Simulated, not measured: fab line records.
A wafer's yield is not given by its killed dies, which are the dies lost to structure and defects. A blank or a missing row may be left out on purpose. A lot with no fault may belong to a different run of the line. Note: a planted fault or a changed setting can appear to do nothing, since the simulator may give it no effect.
Split-lot trial :: flow n5 finfet :: route with 1938 steps; 7 lots, 21 wafers read

ABOUT THE SPLIT
At N5_DUMMY_GATE_HM_DEP_06 (deposits SiNx from DCS/NH3, target thk 80 nm, time 5141 s), the setting time s was moved away from the recipe's 5141 s on 12 of the 21 wafers read, by -9.3% to +8.5%. For the rest of the wafers, this setting stayed at what the recipe calls for.

The reading comes from the split's own step.

THE READING
SiNx_of_DUMMY_GATE_HM_DEP_06.thk nm (the simulator's own value, which no gauge read), in nm, at N5_DUMMY_GATE_HM_DEP_06 (deposits SiNx from DCS/NH3, target thk 80 nm, time 5141 s). The file gives no usual value for it. Average 80.4 nm, standard deviation 0.68 nm, over the 9 wafers here run with the recipe.

wafer: L075.1
tool, chamber at the split: -, -
time s as run, s: 5576
against the recipe: +8.5%
SiNx_of_DUMMY_GATE_HM_DEP_06.thk nm, nm: 88
against lot-mates on the recipe: no lot-mate on the recipe

wafer: L075.3
tool, chamber at the split: -, -
time s as run, s: 5576
against the recipe: +8.5%
SiNx_of_DUMMY_GATE_HM_DEP_06.thk nm, nm: 88.4
against lot-mates on the recipe: no lot-mate on the recipe

wafer: L075.4
tool, chamber at the split: -, -
time s as run, s: 5576
against the recipe: +8.5%
SiNx_of_DUMMY_GATE_HM_DEP_06.thk nm, nm: 88.8
against lot-mates on the recipe: no lot-mate on the recipe

wafer: L079.1
tool, chamber at the split: -, -
time s as run, s: 5452
against the recipe: +6.0%
SiNx_of_DUMMY_GATE_HM_DEP_06.thk nm, nm: 85.8
against lot-mates on the recipe: no lot-mate on the recipe

wafer: L079.2
tool, chamber at the split: -, -
time s as run, s: 5452
against the recipe: +6.0%
SiNx_of_DUMMY_GATE_HM_DEP_06.thk nm, nm: 85.2
against lot-mates on the recipe: no lot-mate on the recipe

wafer: L079.5
tool, chamber at the split: -, -
time s as run, s: 5452
against the recipe: +6.0%
SiNx_of_DUMMY_GATE_HM_DEP_06.thk nm, nm: 85.4
against lot-mates on the recipe: no lot-mate on the recipe

wafer: L082.1
tool, chamber at the split: -, -
time s as run, s: 5141
against the recipe: recipe
SiNx_of_DUMMY_GATE_HM_DEP_06.thk nm, nm: 81.8
against lot-mates on the recipe: -

wafer: L082.3
tool, chamber at the split: -, -
time s as run, s: 5141
against the recipe: recipe
SiNx_of_DUMMY_GATE_HM_DEP_06.thk nm, nm: 80.6
against lot-mates on the recipe: -

wafer: L082.5
tool, chamber at the split: -, -
time s as run, s: 5141
against the recipe: recipe
SiNx_of_DUMMY_GATE_HM_DEP_06.thk nm, nm: 80.6
against lot-mates on the recipe: -

wafer: L083.1
tool, chamber at the split: -, -
time s as run, s: 4661
against the recipe: -9.3%
SiNx_of_DUMMY_GATE_HM_DEP_06.thk nm, nm: 72
against lot-mates on the recipe: no lot-mate on the recipe

wafer: L083.2
tool, chamber at the split: -, -
time s as run, s: 4661
against the recipe: -9.3%
SiNx_of_DUMMY_GATE_HM_DEP_06.thk nm, nm: 72.4
against lot-mates on the recipe: no lot-mate on the recipe

wafer: L083.4
tool, chamber at the split: -, -
time s as run, s: 4661
against the recipe: -9.3%
SiNx_of_DUMMY_GATE_HM_DEP_06.thk nm, nm: 72.8
against lot-mates on the recipe: no lot-mate on the recipe

wafer: L087.1
tool, chamber at the split: -, -
time s as run, s: 4745
against the recipe: -7.7%
SiNx_of_DUMMY_GATE_HM_DEP_06.thk nm, nm: 73.2
against lot-mates on the recipe: no lot-mate on the recipe

wafer: L087.4
tool, chamber at the split: -, -
time s as run, s: 4745
against the recipe: -7.7%
SiNx_of_DUMMY_GATE_HM_DEP_06.thk nm, nm: 73.4
against lot-mates on the recipe: no lot-mate on the recipe

wafer: L087.6
tool, chamber at the split: -, -
time s as run, s: 4745
against the recipe: -7.7%
SiNx_of_DUMMY_GATE_HM_DEP_06.thk nm, nm: 73
against lot-mates on the recipe: no lot-mate on the recipe

wafer: L096.1
tool, chamber at the split: -, -
time s as run, s: 5141
against the recipe: recipe
SiNx_of_DUMMY_GATE_HM_DEP_06.thk nm, nm: 80
against lot-mates on the recipe: -

wafer: L096.5
tool, chamber at the split: -, -
time s as run, s: 5141
against the recipe: recipe
SiNx_of_DUMMY_GATE_HM_DEP_06.thk nm, nm: 79.4
against lot-mates on the recipe: -

wafer: L096.6
tool, chamber at the split: -, -
time s as run, s: 5141
against the recipe: recipe
SiNx_of_DUMMY_GATE_HM_DEP_06.thk nm, nm: 79.4
against lot-mates on the recipe: -

wafer: L097.1
tool, chamber at the split: lpcvd-02, 0/15,0/39
time s as run, s: 5141
against the recipe: recipe
SiNx_of_DUMMY_GATE_HM_DEP_06.thk nm, nm: 80.4
against lot-mates on the recipe: -

wafer: L097.6
tool, chamber at the split: lpcvd-02, 0/15,0/39
time s as run, s: 5141
against the recipe: recipe
SiNx_of_DUMMY_GATE_HM_DEP_06.thk nm, nm: 80.4
against lot-mates on the recipe: -

wafer: L097.5
tool, chamber at the split: lpcvd-02, 0/34
time s as run, s: 5141
against the recipe: recipe
SiNx_of_DUMMY_GATE_HM_DEP_06.thk nm, nm: 80.6
against lot-mates on the recipe: -
Rows listing several chambers each stand for several wafers; the file does not say which wafer went through which chamber.

THE FIT
A straight line over all 21 wafers: SiNx_of_DUMMY_GATE_HM_DEP_06.thk nm changes by +0.897 nm for each +1% of time s; r = +0.99; the points scatter about the line by 0.59 nm.
Too few moved wafers with a lot-mate on the recipe to fit a line net of each lot's own level.

FILE'S OWN FIT
SiNx_of_DUMMY_GATE_HM_DEP_06.thk nm changes by +0.897 nm for each +1% of time s, r = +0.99.
